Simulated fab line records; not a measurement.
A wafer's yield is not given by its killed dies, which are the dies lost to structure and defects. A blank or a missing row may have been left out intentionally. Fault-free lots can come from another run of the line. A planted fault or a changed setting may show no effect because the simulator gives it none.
fab line records    flow n5Finfet
[record] lots = 11  wafers = 29  lastDay = 16
route steps=1938 shown BEOL_M11@1558 PASSIVATION@1936
lots that met no fault: taken from a fault-free run of the same line
startH: start of the lot's first displayed wafer, in hours after the record's first day    waitH: how many hours have passed since the lot's step before this one    " repeats the value in the row above    L1.1+2: one row covering several wafers at once    - no value present, or no start provided    * or withheld: withheld    < > ~ a bound
route shown NAME@n: a module of which the file shows steps, and the number in the route of the first    usual: the fault-free wafers' mean and standard deviation    same: alike in all rows    chamber/n: place in a boat    sites: readings site by site    _std_site: how widely they spread, as a standard deviation    _edge_site: mean of outer sites minus mean of inner sites    radiusMm: how far each site lies from the wafer's centre    mask NAME#n: copy n    behind: tool/chamber where the wafer was last shaped    hold: why the lot was held/for how many hours/how that ended    device: whichever transistor did not switch (one of n, p or np)    end of line: the route-end tests of the same wafers    a step with no rows: only its recipe    killed: the dies lost at the first sort to structure and to defects; this is not the yield of the wafer    map: a wafer's dies, x killed, . not, _ none there
set.NAME: the setting as run; set.NAME@STEP: as run at that earlier step    model.NAME: the simulator's own value behind a step, which no gauge read
one table for each step of the route and one row for each wafer, over a sample of lots
services: from which hour (startH, from the record's first day; less than 0 if before it) a tool's chamber was out of use, for how many hours, and why
[[steps]]
[step N5_BEOL_M11_STRIP_19]
[recipe] chemistry = O2  powerW = 400  tempC = 40  pressureMtorr = 30  rfFrequencyHz = 6e+07  biasPowerW = 0  overashFraction = 0.2  o2FlowSccm = 225
[usual] drypumpMotorCurrentA = 5.7/0.41  oesProductAu = 0.79/0.083  rfVppV = 3.7/0.65  showerheadPlenumPTorr = 2.10/0.06  tempC = 40.00/0.11  throttleValvePct = 16.76/0.28
lot.wafer  tool        chamber  startH  waitH  drypumpMotorCurrentA  oesProductAu  rfHoursCounterH  rfVppV  showerheadPlenumPTorr  tempC  throttleValvePct
L594.2     rieDiel-05  2        219.95  0.1    5.9                   0.79          113              2.8     2.12                   40.11  16.74
L594.3     "           0        "       "      5.0                   0.78          139              2.6     2.08                   40.00  16.97
L594.5     "           3        "       "      5.8                   0.74          -                4.4     2.15                   40.08  16.95
L596.3     rieDiel-05  1        238.53  0.1    5.8                   0.84          57               2.8     2.02                   40.22  16.36
L596.4     "           0        "       "      5.0                   0.78          145              4.0     2.08                   40.01  16.99
L596.6     "           2        "       "      5.9                   0.78          -                3.8     2.11                   40.16  16.78
L601.1     rieDiel-02  3        263.26  0.3    5.7                   0.66          271              2.9     2.06                   40.07  17.16
L601.2     "           2        "       "      6.0                   0.72          170              4.7     2.09                   39.74  17.02
L601.3     "           2        "       "      6.0                   0.72          -                3.5     2.09                   39.90  17.04
L599.1     rieDiel-05  0        266.87  0.1    5.0                   0.76          153              4.3     2.08                   39.87  17.00
L599.4     "           1        "       "      5.8                   0.82          66               4.4     2.02                   40.05  16.36
L600.1     rieDiel-05  3        266.95  0.1    5.8                   0.72          198              4.7     2.15                   39.87  16.99
L600.2     "           1        "       "      5.8                   0.83          66               2.4     2.02                   40.06  16.33
L600.4     "           2        "       "      5.9                   0.78          128              4.4     2.11                   39.95  16.78
L604.4     rieDiel-05  3        295.49  0.1    5.9                   0.72          207              4.4     2.15                   40.09  17.00
L604.6     "           1        "       "      5.9                   0.82          -                4.0     2.02                   39.95  16.37
L605.4     rieDiel-02  1        300.08  0.1    6.3                   0.97          -                4.2     2.24                   40.10  16.53
L605.6     "           2        "       "      6.0                   0.71          -                3.0     2.08                   40.27  17.05
L607.2     rieDiel-04  1        316.68  0.1    6.4                   0.83          82               3.9     2.11                   40.03  16.75
L607.4     "           3        "       "      5.4                   0.84          71               3.3     2.14                   40.09  16.57
L611.1     rieDiel-05  3        328.17  0.1    5.8                   0.71          216              4.0     2.14                   40.11  17.04
L611.2     "           2        "       "      6.0                   0.76          146              5.2     2.10                   40.00  16.80
L611.5     "           2        "       "      6.0                   0.77          -                3.5     2.10                   39.98  16.82
L613.1     rieDiel-05  1        344.65  0.1    5.8                   0.80          90               3.7     2.01                   39.98  16.39
L613.2     "           2        "       "      6.0                   0.74          152              4.2     2.10                   39.95  16.81
L613.3     "           0        "       "      5.0                   0.74          177              3.2     2.07                   39.97  17.06
L612.1     rieDiel-05  2        344.98  0.1    5.9                   0.74          152              4.4     2.10                   39.88  16.83
L612.2     "           1        "       "      5.8                   0.80          90               4.5     2.01                   39.95  16.39
L612.3     "           0        "       "      5.0                   0.75          178              4.3     2.07                   40.09  17.05
[step N5_BEOL_M11_INSPECT_30]
[recipe] mode = adi  inspectInstrument = brightfield
[usual] rawDefectCount = 393/98
lot.wafer  tool              chamber  startH  waitH  rawDefectCount
L594.2     defectInspect-01  -        220.36  0.0    255
L594.3     "                 -        "       "      292
L594.5     "                 -        "       "      232
L596.3     defectInspect-02  -        240.79  0.0    418
L596.4     "                 -        "       "      449
L596.6     "                 -        "       "      445
L601.1     defectInspect-02  -        264.60  0.0    344
L601.2     "                 -        "       "      376
L601.3     "                 -        "       "      323
L599.1     defectInspect-01  -        267.54  0.0    585
L599.4     "                 -        "       "      475
L600.1     defectInspect-02  -        267.71  0.0    452
L600.2     "                 -        "       "      483
L600.4     "                 -        "       "      370
L604.4     defectInspect-01  -        298.05  0.0    318
L604.6     "                 -        "       "      441
L605.4     defectInspect-02  -        301.51  0.0    264
L605.6     "                 -        "       "      351
L607.2     defectInspect-02  -        317.21  0.0    325
L607.4     "                 -        "       "      383
L611.1     defectInspect-02  -        329.59  0.0    447
L611.2     "                 -        "       "      324
L611.5     "                 -        "       "      286
L613.1     defectInspect-02  -        346.43  0.0    319
L613.2     "                 -        "       "      329
L613.3     "                 -        "       "      374
L612.1     defectInspect-01  -        346.60  0.0    195
L612.2     "                 -        "       "      308
L612.3     "                 -        "       "      388
[step N5_BEOL_M11_VIA_ETCH_34]
[recipe] chemistry = C4F6/O2  target = SiCOH_lowk  targetDepthA = 1845  maskMaterial = SOC  taperDeg = 4  timeS = 69.2  ionEnergyEv = 250  pressureMtorr = 30  sourceW = 345  biasW = 185  Ar_flow_sccm = 300  C4F6_flow_sccm = 10  O2_flow_sccm = 10
[usual] drypumpMotorCurrentA = 5.7/0.4  oes_f_703_au = 0.79/0.071  oesProductAu = 0.79/0.077  rfVppV = 664/12  runLengthS = 92.5/0.44  showerheadPlenumPTorr = 2.86/0.071  throttleValvePct = 21.04/0.29
lot.wafer  tool        chamber  startH  waitH  drypumpMotorCurrentA  oes_f_703_au  oesProductAu  rfHoursCounterH  rfVppV  runLengthS  showerheadPlenumPTorr  throttleValvePct
L594.2     rieDiel-05  1        220.62  0.0    5.9                   0.82          0.84          51               670     91.8        2.80                   20.81
L594.3     "           3        "       "      5.9                   0.71          0.73          183              679     92.3        2.97                   21.46
L594.5     "           3        "       "      5.9                   0.72          0.73          -                678     92.7        2.97                   21.43
L596.3     rieDiel-04  2        241.03  0.0    5.3                   0.91          0.91          22               674     91.6        2.91                   20.59
L596.4     "           1        "       "      6.5                   0.85          0.85          62               664     92.8        2.87                   20.93
L596.6     "           3        "       "      5.4                   0.87          0.87          -                672     92.5        2.89                   20.70
L601.1     rieDiel-05  0        264.85  0.0    5.0                   0.78          0.77          152              644     92.3        2.86                   21.43
L601.2     "           3        "       "      5.9                   0.71          0.72          197              677     92.8        2.97                   21.47
L601.3     "           2        "       "      5.9                   0.80          0.77          127              644     93.2        2.87                   21.04
L599.1     rieDiel-05  3        267.78  0.0    5.8                   0.70          0.71          198              679     92.6        2.97                   21.47
L599.4     "           1        "       "      5.9                   0.80          0.83          67               670     92.2        2.79                   20.84
L600.1     rieDiel-02  2        268.05  0.0    6.0                   0.72          0.72          172              673     93.6        2.85                   21.36
L600.2     "           3        "       "      5.7                   0.67          0.66          273              675     92.4        2.77                   21.18
L600.4     "           3        "       "      5.7                   0.67          0.67          -                674     93.0        2.77                   21.20
L604.4     rieDiel-05  3        298.29  0.0    5.9                   0.70          0.71          207              678     103.7       2.96                   21.49
L604.6     "           1        "       "      5.8                   0.80          0.82          -                670     91.7        2.79                   20.85
L605.4     rieDiel-05  0        301.75  0.0    5.0                   0.77          0.76          164              643     103.0       2.85                   21.43
L605.6     "           0        "       "      5.0                   0.77          0.76          -                644     92.1        2.86                   21.45
L607.2     rieDiel-05  2        317.47  0.0    5.9                   0.78          0.76          143              646     103.8       2.86                   21.08
L607.4     "           0        "       "      5.0                   0.76          0.76          167              643     103.4       2.85                   21.44
L611.1     rieDiel-04  3        329.98  0.0    5.4                   0.84          0.83          76               670     92.6        2.87                   20.74
L611.2     "           2        "       "      5.3                   0.86          0.87          49               673     91.8        2.90                   20.64
L611.5     "           0        "       "      5.4                   0.77          0.75          -                649     92.1        2.73                   20.96
L613.1     rieDiel-04  2        346.68  0.0    5.3                   0.85          0.86          54               675     91.6        2.90                   20.64
L613.2     "           1        "       "      6.4                   0.82          0.82          92               663     92.3        2.85                   20.99
L613.3     "           3        "       "      5.4                   0.83          0.83          81               669     92.3        2.87                   20.74
L612.1     rieDiel-02  2        347.09  0.0    6.0                   0.69          0.70          201              675     93.1        2.83                   21.40
L612.2     "           0        "       "      6.1                   0.88          0.89          19               672     92.6        2.90                   20.89
L612.3     "           3        "       "      5.7                   0.95          0.96          10               675     92.4        2.76                   20.81
[step N5_BEOL_M11_ETCH_41]
[recipe] chemistry = CH3F/O2  target = SiCN  targetDepthA = 426  taperDeg = 2  timeS = 86  ionEnergyEv = 120  maskMaterial = TiN  pressureMtorr = 30  sourceW = 395  biasW = 75  Ar_flow_sccm = 150  CH3F_flow_sccm = 30  O2_flow_sccm = 20
[usual] drypumpMotorCurrentA = 5.7/0.4  oesProductAu = 0.79/0.076  rfVppV = 297.5/1.3  runLengthS = 109.3/0.43  showerheadPlenumPTorr = 2.01/0.052  throttleValvePct = 16.42/0.28
lot.wafer  tool        chamber  startH  waitH  drypumpMotorCurrentA  oesProductAu  rfHoursCounterH  rfVppV  runLengthS  showerheadPlenumPTorr  throttleValvePct
L594.2     rieDiel-05  1        -       -      5.8                   0.85          51               295.2   108.8       1.96                   16.16
L594.3     "           3        "       "      5.9                   0.73          183              297.5   109.4       2.09                   16.80
L594.5     "           3        "       "      5.9                   0.73          -                298.2   109.0       2.09                   16.79
L596.3     rieDiel-04  2        -       -      5.3                   0.91          22               297.6   108.8       2.05                   15.98
L596.4     "           1        "       "      6.4                   0.85          62               298.2   109.2       2.02                   16.33
L596.6     "           3        "       "      5.4                   0.87          -                298.8   109.1       2.03                   16.10
L601.1     rieDiel-05  0        -       -      5.0                   0.76          153              297.5   109.3       2.01                   16.79
L601.2     "           3        "       "      5.8                   0.72          197              299.2   109.5       2.08                   16.80
L601.3     "           2        "       "      5.9                   0.78          127              297.6   109.4       2.01                   16.43
L599.1     rieDiel-05  3        -       -      5.9                   0.71          198              298.4   109.3       2.08                   16.81
L599.4     "           1        "       "      5.9                   0.82          67               295.6   108.7       1.96                   16.17
L600.1     rieDiel-02  2        -       -      6.0                   0.72          172              298.0   110.2       2.00                   16.73
L600.2     "           3        "       "      5.7                   0.66          273              296.3   109.1       1.95                   16.72
L600.4     "           3        "       "      5.7                   0.66          -                296.8   109.6       1.95                   16.72
L604.4     rieDiel-05  3        -       -      5.9                   0.71          208              298.8   109.0       2.08                   16.81
L604.6     "           1        "       "      5.8                   0.81          -                296.6   109.1       1.95                   16.21
L605.4     rieDiel-05  0        -       -      5.0                   0.76          164              297.7   109.4       2.00                   16.80
L605.6     "           0        "       "      5.0                   0.76          -                294.9   109.4       2.00                   16.79
L607.2     rieDiel-05  2        -       -      5.9                   0.76          143              296.8   109.6       2.01                   16.46
L607.4     "           0        "       "      5.0                   0.76          167              298.4   108.9       2.00                   16.80
L611.1     rieDiel-04  3        -       -      5.4                   0.83          76               299.8   109.0       2.02                   16.14
L611.2     "           2        "       "      5.3                   0.86          49               298.7   108.7       2.04                   16.04
L611.5     "           0        "       "      5.4                   0.75          -                295.2   108.9       1.91                   16.34
L613.1     rieDiel-04  2        -       -      5.3                   0.86          54               298.7   108.8       2.04                   16.02
L613.2     "           1        "       "      6.4                   0.81          92               297.7   109.4       2.01                   16.39
L613.3     "           3        "       "      5.4                   0.83          81               296.2   109.0       2.02                   16.13
L612.1     rieDiel-02  2        -       -      6.0                   0.70          201              296.3   109.9       1.99                   16.78
L612.2     "           0        "       "      6.1                   0.89          19               297.4   109.4       2.04                   16.23
L612.3     "           3        "       "      5.7                   0.98          10               296.5   109.3       1.94                   16.22
[step N5_PASSIVATION_PROBE_49]
[usual] defectLimitedYield = 91.2/1.4  killed_at_M0_to_M3 = 32/10  killed_at_M4_up = 14/6.2  killedAtContacts = 12/6.3  killedAtFrontEnd = 42/13  killedAtOther = 4/3.4  killedDies = 104/17  killedOpen = 67/12  killedShort = 34/8.1  sort_bin_4_leakage = 0.02/0.13  sort_bin_5_function = 5.2/0.93  sort_bin_6_memory = 3.2/0.65  sortNPass = 1075/16  sortYieldPct = 91.1/1.4
[same] grossDies = 1180  killedAtBackSide = 0  sort_bin_8_speed[%] = 0
lot.wafer  tool       chamber  startH  waitH  defectLimitedYield[%]  killed_at_M0_to_M3  killed_at_M4_up  killedAtContacts  killedAtFrontEnd  killedAtOther  killedDies  killedOpen  killedShort  sort_bin_4_leakage[%]  sort_bin_5_function[%]  sort_bin_6_memory[%]  sortNPass  sortYieldPct[%]
L594.2     prober-01  -        264.61  0.2    91.1                   33                  17               12                42                1              105         69          30           0                      5.4                     2.7                   1075       91.1
L594.3     prober-01  -        264.66  0.2    90.1                   44                  11               18                43                1              117         83          29           0                      6.4                     3.0                   1063       90.1
L594.5     prober-01  -        264.76  0.3    91.7                   41                  14               12                28                3              98          67          29           0                      4.7                     3.4                   1082       91.7
L596.3     prober-01  -        288.44  0.2    91.2                   20                  13               9                 56                6              104         69          26           0                      4.7                     3.2                   1076       91.2
L596.4     prober-01  -        288.49  0.2    92.3                   20                  7                12                49                3              91          57          34           0                      3.6                     3.7                   1089       92.3
L596.6     prober-01  -        288.59  0.3    93.2                   21                  10               13                35                1              80          58          22           0                      4.2                     2.3                   1100       93.2
L601.1     prober-01  -        305.93  0.0    92.0                   30                  12               15                35                2              94          68          23           0                      4.5                     3.2                   1086       92.0
L601.2     prober-01  -        305.98  0.1    93.2                   28                  9                6                 35                2              80          45          34           0                      3.6                     2.5                   1100       93.2
L601.3     prober-01  -        306.03  0.1    91.9                   31                  8                4                 48                5              96          54          39           0                      5.1                     2.6                   1084       91.9
L599.1     prober-01  -        309.16  0.0    91.4                   29                  11               8                 51                2              101         65          34           0.08                   4.9                     3.4                   1078       91.4
L599.4     prober-01  -        309.31  0.2    89.7                   48                  6                15                50                2              121         68          52           0                      5.3                     4.4                   1059       89.7
L600.1     prober-02  -        313.08  0.0    91.4                   29                  11               13                47                1              101         69          27           0                      4.8                     3.1                   1079       91.4
L600.2     prober-02  -        313.13  0.1    91.1                   30                  7                4                 61                3              105         71          29           0                      5.6                     2.8                   1075       91.1
L600.4     prober-02  -        313.23  0.2    89.4                   44                  12               9                 57                3              125         82          35           0                      5.8                     3.8                   1055       89.4
L604.4     prober-01  -        337.87  0.2    90.8                   23                  17               16                51                1              108         74          31           0                      5.3                     3.6                   1072       90.8
L604.6     prober-01  -        337.97  0.3    89.0                   30                  24               32                43                1              130         93          33           0                      6.1                     4.5                   1050       89.0
L605.4     prober-02  -        345.88  0.2    91.0                   41                  17               17                28                3              106         65          37           0                      5.3                     3.0                   1074       91.0
L605.6     prober-02  -        345.98  0.3    91.4                   34                  11               22                31                4              102         60          42           0                      4.8                     3.3                   1078       91.4
L607.2     prober-02  -        354.94  0.1    89.5                   19                  6                26                72                1              124         87          37           0                      6.7                     3.4                   1056       89.5
L607.4     prober-02  -        355.04  0.2    91.5                   26                  11               16                46                1              100         61          38           0                      4.6                     3.5                   1080       91.5
L611.1     prober-01  -        367.54  0.0    92.5                   22                  27               12                24                4              89          61          28           0                      4.7                     2.6                   1091       92.5
L611.2     prober-01  -        367.59  0.1    93.6                   16                  11               8                 40                1              76          45          30           0                      3.6                     2.5                   1104       93.6
L611.5     prober-01  -        367.74  0.2    91.3                   32                  11               8                 48                4              103         69          34           0                      4.8                     3.4                   1077       91.3
L613.1     prober-01  -        388.66  0.0    92.5                   29                  10               8                 36                6              89          58          29           0                      4.2                     3.2                   1091       92.5
L613.2     prober-01  -        388.71  0.1    91.9                   34                  18               16                23                4              95          64          30           0                      4.8                     3.1                   1085       91.9
L613.3     prober-01  -        388.76  0.1    91.5                   42                  18               6                 32                2              100         69          25           0.68                   5.0                     3.0                   1072       90.8
L612.1     prober-01  -        393.68  0.0    90.2                   32                  14               16                53                1              116         72          39           0                      5.2                     3.9                   1064       90.2
L612.2     prober-01  -        393.73  0.1    90.7                   41                  7                9                 50                3              110         73          36           0                      4.8                     4.3                   1070       90.7
L612.3     prober-01  -        393.78  0.1    91.1                   40                  11               10                39                5              105         74          28           0                      6.1                     2.4                   1075       91.1
// killed by level:class
L594.2 MOL_CONTACT_COAG:geometricParticle:open=10 BEOL_M4:geometricParticle:open=9 FIN_SAQP:geometricParticle:open=7 BEOL_M0_SAQP:geometricParticle:open=7 STI_FIN_REVEAL:geometricParticle:open=6 HKMG_FIN:areaEtch=6 FIN_SAQP:geometricParticle:short=5 BEOL_M1:geometricParticle:open=5
L594.3 MOL_CONTACT_COAG:geometricParticle:open=17 BEOL_M0_SAQP:geometricParticle:open=11 BEOL_M0_SAQP:geometricParticle:short=10 STI_FIN_REVEAL:geometricParticle:open=9 BEOL_M3:geometricParticle:open=9 DUMMY_GATE:geometricParticle:open=7 FIN_SAQP:geometricParticle:short=5 BEOL_M1:geometricParticle:open=5
L594.5 BEOL_M0_SAQP:geometricParticle:open=13 MOL_CONTACT_COAG:geometricParticle:open=9 BEOL_M1:geometricParticle:open=8 BEOL_M0_SAQP:geometricParticle:short=7 BEOL_M3:geometricParticle:open=7 BEOL_M4:geometricParticle:open=6 STI_FIN_REVEAL:geometricParticle:open=5 STARTING-WAFER:geometricParticle:short=5
L596.3 FIN_SAQP:geometricParticle:open=11 STI_FIN_REVEAL:geometricParticle:open=10 DUMMY_GATE:geometricParticle:open=8 MOL_CONTACT_COAG:geometricParticle:open=8 BEOL_M4:geometricParticle:open=7 HKMG_FIN:areaEtch=7 FIN_SAQP:geometricParticle:short=5 BEOL_M3:geometricParticle:open=5
L596.4 STI_FIN_REVEAL:geometricParticle:open=10 MOL_CONTACT_COAG:geometricParticle:open=9 FIN_SAQP:geometricParticle:open=8 FIN_SAQP:geometricParticle:short=7 BEOL_M0:geometricParticle:open=7 STI_FIN_REVEAL:geometricParticle:short=5 GATE_CUT:geometricParticle:short=4 DUMMY_GATE:geometricParticle:open=3
L596.6 FIN_SAQP:geometricParticle:open=13 MOL_CONTACT_COAG:geometricParticle:open=12 STI_FIN_REVEAL:geometricParticle:open=5 BEOL_M3:geometricParticle:open=5 BEOL_M1:geometricParticle:open=4 BEOL_M2:geometricParticle:open=4 FIN_SAQP:geometricParticle:short=3 GATE_CUT:geometricParticle:short=3
L601.1 FIN_SAQP:geometricParticle:open=16 MOL_CONTACT_COAG:geometricParticle:open=14 BEOL_M2:geometricParticle:open=11 FIN_SAQP:geometricParticle:short=8 BEOL_M3:geometricParticle:open=7 BEOL_M7:geometricParticle:open=4 GATE_CUT:geometricParticle:open=3 BEOL_M0_SAQP:geometricParticle:short=3
L601.2 BEOL_M0_SAQP:geometricParticle:short=10 GATE_CUT:geometricParticle:open=7 FIN_SAQP:geometricParticle:short=6 STI_FIN_REVEAL:geometricParticle:open=6 BEOL_M2:geometricParticle:open=6 GATE_CUT:geometricParticle:short=4 BEOL_M0_SAQP:geometricParticle:open=4 FIN_SAQP:geometricParticle:open=3
L601.3 FIN_SAQP:geometricParticle:open=15 FIN_SAQP:geometricParticle:short=9 GATE_CUT:geometricParticle:short=6 BEOL_M0_SAQP:geometricParticle:short=6 BEOL_M2:geometricParticle:open=6 STI_FIN_REVEAL:geometricParticle:open=5 BEOL_M0_SAQP:geometricParticle:open=5 BEOL_M1:geometricParticle:open=4
L599.1 FIN_SAQP:geometricParticle:open=17 BEOL_M0_SAQP:geometricParticle:short=9 FIN_SAQP:geometricParticle:short=6 DUMMY_GATE:geometricParticle:open=5 ILD0:geometricParticle:open=5 MOL_CONTACT_COAG:geometricParticle:open=5 BEOL_M0_SAQP:geometricParticle:open=5 BEOL_M1:geometricParticle:open=5
L599.4 BEOL_M0_SAQP:geometricParticle:short=17 MOL_CONTACT_COAG:geometricParticle:open=12 BEOL_M0_SAQP:geometricParticle:open=12 BEOL_M1:geometricParticle:open=11 FIN_SAQP:geometricParticle:open=9 FIN_SAQP:geometricParticle:short=8 GATE_CUT:geometricParticle:short=8 STI_FIN_REVEAL:geometricParticle:open=4
L600.1 FIN_SAQP:geometricParticle:open=13 BEOL_M2:geometricParticle:open=10 BEOL_M1:geometricParticle:open=9 MOL_CONTACT_COAG:geometricParticle:open=9 FIN_SAQP:geometricParticle:short=6 GATE_CUT:geometricParticle:short=6 STARTING-WAFER:geometricParticle:open=5 HKMG_FIN:areaEtch=5
L600.2 STI_FIN_REVEAL:geometricParticle:open=12 FIN_SAQP:geometricParticle:open=11 GATE_CUT:geometricParticle:short=9 BEOL_M1:geometricParticle:open=6 STARTING-WAFER:geometricParticle:open=6 BEOL_M3:geometricParticle:open=5 BEOL_M0_SAQP:geometricParticle:open=5 BEOL_M0_SAQP:geometricParticle:short=5
L600.4 BEOL_M3:geometricParticle:open=16 FIN_SAQP:geometricParticle:open=11 STI_FIN_REVEAL:geometricParticle:open=10 BEOL_M0_SAQP:geometricParticle:open=7 HKMG_FIN:areaEtch=7 DUMMY_GATE:geometricParticle:open=6 GATE_CUT:geometricParticle:short=6 MOL_CONTACT_COAG:geometricParticle:open=6
L604.4 MOL_CONTACT_COAG:geometricParticle:open=15 STI_FIN_REVEAL:geometricParticle:open=13 GATE_CUT:geometricParticle:short=9 BEOL_M1:geometricParticle:open=6 BEOL_M0_SAQP:geometricParticle:open=6 FIN_SAQP:geometricParticle:short=5 FIN_SAQP:geometricParticle:open=4 BEOL_M5:geometricParticle:open=4
L604.6 MOL_CONTACT_COAG:geometricParticle:open=24 STI_FIN_REVEAL:geometricParticle:open=9 BEOL_M0_SAQP:geometricParticle:short=9 BEOL_M4:geometricParticle:open=9 BEOL_M3:geometricParticle:open=8 MOL_CONTACT_COAG:geometricParticle:short=8 DUMMY_GATE:geometricParticle:open=6 BEOL_M0_SAQP:geometricParticle:open=6
L605.4 MOL_CONTACT_COAG:geometricParticle:open=15 BEOL_M0_SAQP:geometricParticle:short=9 BEOL_M0_SAQP:geometricParticle:open=9 BEOL_M4:geometricParticle:open=7 STI_FIN_REVEAL:geometricParticle:open=5 BEOL_M4:geometricParticle:short=5 BEOL_M2:geometricParticle:open=5 BEOL_M3:geometricParticle:open=5
L605.6 BEOL_M3:geometricParticle:open=15 MOL_CONTACT_COAG:geometricParticle:open=14 BEOL_M0_SAQP:geometricParticle:short=9 STI_FIN_REVEAL:geometricParticle:open=8 MOL_CONTACT_COAG:geometricParticle:short=8 FIN_SAQP:geometricParticle:short=6 FIN_SAQP:geometricParticle:open=4 BEOL_M0_SAQP:geometricParticle:open=4
L607.2 STI_FIN_REVEAL:geometricParticle:open=24 MOL_CONTACT_COAG:geometricParticle:open=23 FIN_SAQP:geometricParticle:short=15 FIN_SAQP:geometricParticle:open=13 BEOL_M2:geometricParticle:open=6 ILD0:geometricParticle:open=5 GATE_CUT:geometricParticle:open=5 BEOL_M2:geometricParticle:short=4
L607.4 FIN_SAQP:geometricParticle:short=12 STI_FIN_REVEAL:geometricParticle:open=11 FIN_SAQP:geometricParticle:open=10 MOL_CONTACT_COAG:geometricParticle:open=10 BEOL_M2:geometricParticle:open=7 MOL_CONTACT_COAG:geometricParticle:short=6 BEOL_M0_SAQP:geometricParticle:short=6 BEOL_M4:geometricParticle:open=6
L611.1 MOL_CONTACT_COAG:geometricParticle:open=7 BEOL_M4:geometricParticle:open=7 BEOL_M6:geometricParticle:open=6 MOL_CONTACT_COAG:geometricParticle:short=5 BEOL_M0_SAQP:geometricParticle:open=5 BEOL_M0_SAQP:geometricParticle:short=5 BEOL_M2:geometricParticle:open=5 BEOL_M5:geometricParticle:open=5
L611.2 FIN_SAQP:geometricParticle:open=11 FIN_SAQP:geometricParticle:short=7 MOL_CONTACT_COAG:geometricParticle:open=7 BEOL_M0_SAQP:geometricParticle:short=4 BEOL_M0_SAQP:geometricParticle:open=4 BEOL_M4:geometricParticle:open=4 STARTING-WAFER:geometricParticle:short=4 GATE_CUT:geometricParticle:open=3
L611.5 FIN_SAQP:geometricParticle:open=13 STI_FIN_REVEAL:geometricParticle:open=9 BEOL_M3:geometricParticle:open=8 MOL_CONTACT_COAG:geometricParticle:open=7 BEOL_M0_SAQP:geometricParticle:short=5 BEOL_M0_SAQP:geometricParticle:open=5 FIN_SAQP:geometricParticle:short=4 GATE_CUT:geometricParticle:short=4
L613.1 FIN_SAQP:geometricParticle:short=8 BEOL_M1:geometricParticle:open=8 FIN_SAQP:geometricParticle:open=7 BEOL_M2:geometricParticle:open=6 MOL_CONTACT_COAG:geometricParticle:open=5 BEOL_M4:geometricParticle:open=5 STARTING-WAFER:geometricParticle:open=5 ILD0:geometricParticle:open=4
L613.2 BEOL_M0_SAQP:geometricParticle:open=10 MOL_CONTACT_COAG:geometricParticle:open=9 FIN_SAQP:geometricParticle:open=7 MOL_CONTACT_COAG:geometricParticle:short=7 GATE_CUT:geometricParticle:short=6 BEOL_M0_SAQP:geometricParticle:short=6 BEOL_M1:geometricParticle:open=6 BEOL_M2:geometricParticle:open=6
L613.3 BEOL_M0_SAQP:geometricParticle:open=11 BEOL_M1:geometricParticle:open=10 BEOL_M4:geometricParticle:open=8 BEOL_M2:geometricParticle:open=7 DUMMY_GATE:geometricParticle:open=5 GATE_CUT:geometricParticle:short=5 MOL_CONTACT_COAG:geometricParticle:open=5 BEOL_M0_SAQP:geometricParticle:short=4
L612.1 MOL_CONTACT_COAG:geometricParticle:open=14 FIN_SAQP:geometricParticle:open=13 FIN_SAQP:geometricParticle:short=11 BEOL_M1:geometricParticle:open=10 BEOL_M0_SAQP:geometricParticle:open=8 BEOL_M0_SAQP:geometricParticle:short=6 BEOL_M4:geometricParticle:open=5 DUMMY_GATE:geometricParticle:open=4
L612.2 FIN_SAQP:geometricParticle:open=17 FIN_SAQP:geometricParticle:short=12 BEOL_M1:geometricParticle:open=9 MOL_CONTACT_COAG:geometricParticle:open=8 BEOL_M3:geometricParticle:open=7 BEOL_M0_SAQP:geometricParticle:short=7 BEOL_M0_SAQP:geometricParticle:open=6 STI_FIN_REVEAL:geometricParticle:open=5
L612.3 BEOL_M1:geometricParticle:open=17 FIN_SAQP:geometricParticle:short=12 MOL_CONTACT_COAG:geometricParticle:open=8 BEOL_M0_SAQP:geometricParticle:open=7 BEOL_M2:geometricParticle:open=6 BEOL_M4:geometricParticle:open=6 FIN_SAQP:geometricParticle:open=5 DUMMY_GATE:geometricParticle:open=5
[[services]]
tool        chamber  startH  hours  kind
rieDiel-05  2        233.75  3.4    repair
rieDiel-02  1        255.03  -      clean
rieDiel-02  1        255.03  -      consumableReplace:focusRing
rieDiel-02  1        255.03  -      consumableReplace:showerhead
rieDiel-02  1        255.03  15.8   scheduledDown
rieDiel-02  1        255.03  15.8   ventCycle
rieDiel-02  -        256.05  0.7    repair
rieDiel-02  0        260.26  18.6   repair
rieDiel-02  0        278.93  -      clean
rieDiel-02  0        278.93  -      consumableReplace:focusRing
rieDiel-02  0        278.93  18.1   scheduledDown
rieDiel-02  0        278.93  18.1   ventCycle
rieDiel-02  3        297.04  -      clean
rieDiel-02  3        297.04  -      consumableReplace:focusRing
rieDiel-02  3        297.04  21.5   scheduledDown
rieDiel-02  3        297.04  21.5   ventCycle
rieDiel-04  1        309.85  1.3    repair
[[key]]
[firstSign] step = N5_BEOL_M11_VIA_ETCH_34  reading = runLengthS  direction = up  sigmas = 25  usual = *  struck = *
effect none on later readings
metAt N5_BEOL_M11_VIA_ETCH_34
struckLots L604,L605,L607
struckWafers L604.4,L605.4,L607.2,L607.4
notActingAt N5_BEOL_M11_STRIP_19,N5_BEOL_M11_INSPECT_30,N5_BEOL_M11_ETCH_41
onsetBetween 267.78 298.29
[fault] kind = processParameterDrift  tool = rieDiel-05  chamber = -  onsetH = 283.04  steps = N5_BEOL_M11_VIA_ETCH_34  channel = timeS  offset = *  shape = step  endH = 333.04  scope = struckWafersOnly  actsIn = *  stated = *
